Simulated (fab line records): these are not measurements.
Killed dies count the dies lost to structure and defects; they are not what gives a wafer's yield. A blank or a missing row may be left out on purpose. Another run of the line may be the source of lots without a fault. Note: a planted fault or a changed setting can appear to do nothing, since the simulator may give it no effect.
Which tool was responsible? ; flow nand-harc ; 36 wafers from 12 lots sampled at 5 of the route's 1302 steps

## WHAT THE GAUGES SHOWED, per wafer
NHARC_A_ONON_D2_INSPECT_32. Usual: raw-defect-count 439, standard deviation 180.
lot;measured;on;raw-defect-count;flag
L627;day 12 12:31;defect-inspect-02;383 398 378;
L628;day 13 09:32;defect-inspect-02;204 321 383;
L629;day 13 09:36;defect-inspect-02;1054 326 394;
L630;day 13 23:46;defect-inspect-02;364 409 501;
L631;day 14 10:49;defect-inspect-02;378 482 851;
L632;day 14 23:54;defect-inspect-01;572 316 293;
L634;day 16 04:29;defect-inspect-02;233 244 176;
L638;day 17 08:29;defect-inspect-02;366 479 381;
L645;day 20 08:15;defect-inspect-01;741 690 725;
L648;day 21 13:25;defect-inspect-02;306 361 527;
L649;day 22 00:41;defect-inspect-01;478 456 624;
L650;day 22 13:52;defect-inspect-01;252 390 338;

NHARC_A_CHANNEL_HOLE_D2_OVL_MEAS_11. Usual: overlay-x-nm 0.4 nm, standard deviation 0.95; overlay-y-nm 0.1 nm, standard deviation 0.72.
lot;measured;on;overlay-x-nm (nm);overlay-y-nm (nm);flag
L627;day 12 15:26;overlay-02;-0.9 -1.3 -1.1;-0.3 -0.5 -0.3;
L628;day 13 13:02;overlay-02;2.3 1.8 1.9;1.2 0.6 1.0;
L629;day 13 14:58;overlay-02;1.1 0.5 0.5;-0.1 0.3 0.0;
L630;day 14 02:58;overlay-02;-0.5 0.0 -0.7;0.8 1.0 1.2;
L631;day 14 15:09;overlay-01;2.2 2.3 1.9;0.2 0.6 0.7;
L632;day 15 02:36;overlay-01;-0.9 -0.6 -0.9;0.1 0.3 0.5;
L634;day 16 07:23;overlay-01;0.8 1.0 0.7;-0.6 0.3 -0.2;
L638;day 17 11:52;overlay-01;1.8 1.4 1.2;-0.6 -1.5 -0.4;
L645;day 20 14:26;overlay-01;1.5 1.3 0.9;0.2 -0.1 -0.1;
L648;day 21 17:40;overlay-02;1.0 0.8 0.4;0.1 -0.1 -0.1;
L649;day 22 03:45;overlay-01;-0.6 -0.6 -0.2;1.1 1.5 1.4;
L650;day 22 18:55;overlay-02;0.5 0.1 0.0;0.2 0.4 0.4;

NHARC_END_SORT_01. Usual: killed-at-array 53, standard deviation 19; killed-at-other 0.7, standard deviation 1.1; killed-at-periphery 4.2, standard deviation 2.7; killed-dies 58, standard deviation 18; killed-open 3.1, standard deviation 1.9; killed-short 2.5, standard deviation 1.6.
lot;measured;on;killed-at-array;killed-at-other;killed-at-periphery;killed-dies;killed-open;killed-short;flag
L638;day 28 22:13;prober-02;62 163 43;0 0 2;2 1 2;64 164 47;4 3 7;1 2 3;

## TOOL THAT RAN EACH LOT (tool first, then ch and the chambers of the sampled wafers, then the start)
lot;NHARC_A_CHANNEL_HOLE_D2_ETCH_34;NHARC_A_CHANNEL_HOLE_D2_ETCH_16
L627;rie-diel-13 ch 0,1,3, day 12 16:13 or earlier;rie-diel-13 ch 0,1,2, day 12 16:13
L628;rie-diel-08 ch 0,1,3, day 13 13:44 or earlier;rie-diel-08 ch 0,2,3, day 13 13:44
L629;rie-diel-09 ch 1,2,3, day 13 15:35 or earlier;rie-diel-09 ch 0,2,3, day 13 15:35
L630;rie-diel-08 ch 0,3, day 14 03:38 or earlier;rie-diel-08 ch 1,2,3, day 14 03:38
L631;rie-diel-13 ch 0,1,3, day 14 15:47 or earlier;rie-diel-13 ch 1,2,3, day 14 15:47
L632;rie-diel-09 ch 0,2, day 15 03:20 or earlier;rie-diel-09 ch 1,2,3, day 15 03:20
L634;rie-diel-09 ch 1,2,3, day 16 08:01 or earlier;rie-diel-09 ch 0,2, day 16 08:01
L638;rie-diel-08 ch 0,3, day 17 12:37 or earlier;rie-diel-08 ch 0,1,3, day 17 12:37
L645;rie-diel-08 ch 1,2, day 20 15:07 or earlier;rie-diel-08 ch 0,1, day 20 15:07
L648;rie-diel-08 ch 0,1,3, day 21 18:17 or earlier;rie-diel-08 ch 1,3, day 21 18:17
L649;rie-diel-08 ch 0,1, day 22 04:23 or earlier;rie-diel-08 ch 1,2, day 22 04:23
L650;rie-diel-09 ch 2,3, day 22 19:32 or earlier;rie-diel-09 ch 2,3, day 22 19:32
- NHARC_A_CHANNEL_HOLE_D2_ETCH_34: etches the open film in CF4/CHF3, target depth 154 nm, time 77 s.
- NHARC_A_CHANNEL_HOLE_D2_ETCH_16: etches the open film in O2/COS, target depth 3100 nm, time 806 s.

## AS READ BY THE TOOLS THEMSELVES (means over the sampled wafers that have a number; for cases with no such wafer, the mark the record gives instead)
NHARC_A_CHANNEL_HOLE_D2_ETCH_34. Usual: drypump-motor-current-A 5.7 A, standard deviation 0.43; oes-product-au 0.960 a.u., standard deviation 0.022; rf-vpp-V 370.2 V, standard deviation 2.8; showerhead-plenum-p-Torr 1.56 Torr, standard deviation 0.08; throttle-valve-pct 16.802 %, standard deviation 0.0088.
lot;tool;drypump-motor-current-A (A);oes-product-au (a.u.);rf-vpp-V (V);showerhead-plenum-p-Torr (Torr);throttle-valve-pct (%);flag
L627;rie-diel-13;5.9;0.951;369.4;1.55;16.803;
L628;rie-diel-08;5.4;0.964;371.7;1.59;16.799;
L629;rie-diel-09;5.7;0.913;370.2;1.57;16.798;
L630;rie-diel-08;5.3;0.976;369.1;1.53;16.806;
L631;rie-diel-13;5.9;0.936;370.0;1.55;16.791;
L632;rie-diel-09;5.7;0.983;367.0;1.48;16.810;
L634;rie-diel-09;5.8;0.961;369.7;1.57;16.797;
L638;rie-diel-08;5.3;0.974;369.1;1.53;16.799;
L645;rie-diel-08;5.6;0.976;375.7;1.68;16.802;
L648;rie-diel-08;5.4;0.984;370.8;1.58;16.799;
L649;rie-diel-08;5.7;0.985;371.8;1.62;16.801;
L650;rie-diel-09;6.2;0.964;369.9;1.57;16.804;

NHARC_A_CHANNEL_HOLE_D2_ETCH_16. Usual: drypump-motor-current-A 5.6 A, standard deviation 0.43; oes-product-au 1.002 a.u., standard deviation 0.011; rf-vpp-V 314.0 V, standard deviation 2.4; showerhead-plenum-p-Torr 3.11 Torr, standard deviation 0.16; throttle-valve-pct 28.330 %, standard deviation 0.0095.
lot;tool;drypump-motor-current-A (A);oes-product-au (a.u.);rf-vpp-V (V);showerhead-plenum-p-Torr (Torr);throttle-valve-pct (%);flag
L627;rie-diel-13;5.7;1.004;314.2;3.05;28.334;
L628;rie-diel-08;5.3;0.995;314.3;3.15;28.323;
L629;rie-diel-09;6.0;0.991;313.9;3.04;28.334;
L630;rie-diel-08;5.4;1.008;315.4;3.26;28.324;
L631;rie-diel-13;5.6;0.990;313.1;3.04;28.330;
L632;rie-diel-09;5.8;1.002;314.1;3.11;28.328;
L634;rie-diel-09;5.6;1.011;311.6;2.93;28.327;
L638;rie-diel-08;5.4;0.965;315.2;3.15;28.334;OFF
L645;rie-diel-08;5.7;1.018;314.8;3.23;28.324;
L648;rie-diel-08;5.5;1.023;315.4;3.25;28.328;
L649;rie-diel-08;5.6;1.019;317.2;3.33;28.320;
L650;rie-diel-09;5.8;0.983;312.7;3.01;28.333;

## THE ANSWER, worked out from the rows above alone
Rule: a lot is off if the mean of its wafers that have a number lies more than 3 standard deviations from the usual mean. Also off: a lot with no number at a reading for which 4 or more lots have one. All remaining lots with rows at the step are treated as sound. The gauges are gone through in route order, then the tools' own readings, and for those a lot's mean is taken as printed above. The first step at which some lot is off is used, and at that step the reading that is off furthest; a lot without a number counts as furthest.
Off at NHARC_A_CHANNEL_HOLE_D2_ETCH_16 (oes-product-au): L638.
A tool fits if, at that step or a process step before it, it ran every lot that is off, and no sound lot after the first of them. NHARC_A_CHANNEL_HOLE_D2_ETCH_34 gives no start for some lots, so the hours and the order of its lots are those of NHARC_A_CHANNEL_HOLE_D2_ETCH_16. No candidate that was tried fits.

## WHAT WAS PUT IN BY THE SIMULATOR
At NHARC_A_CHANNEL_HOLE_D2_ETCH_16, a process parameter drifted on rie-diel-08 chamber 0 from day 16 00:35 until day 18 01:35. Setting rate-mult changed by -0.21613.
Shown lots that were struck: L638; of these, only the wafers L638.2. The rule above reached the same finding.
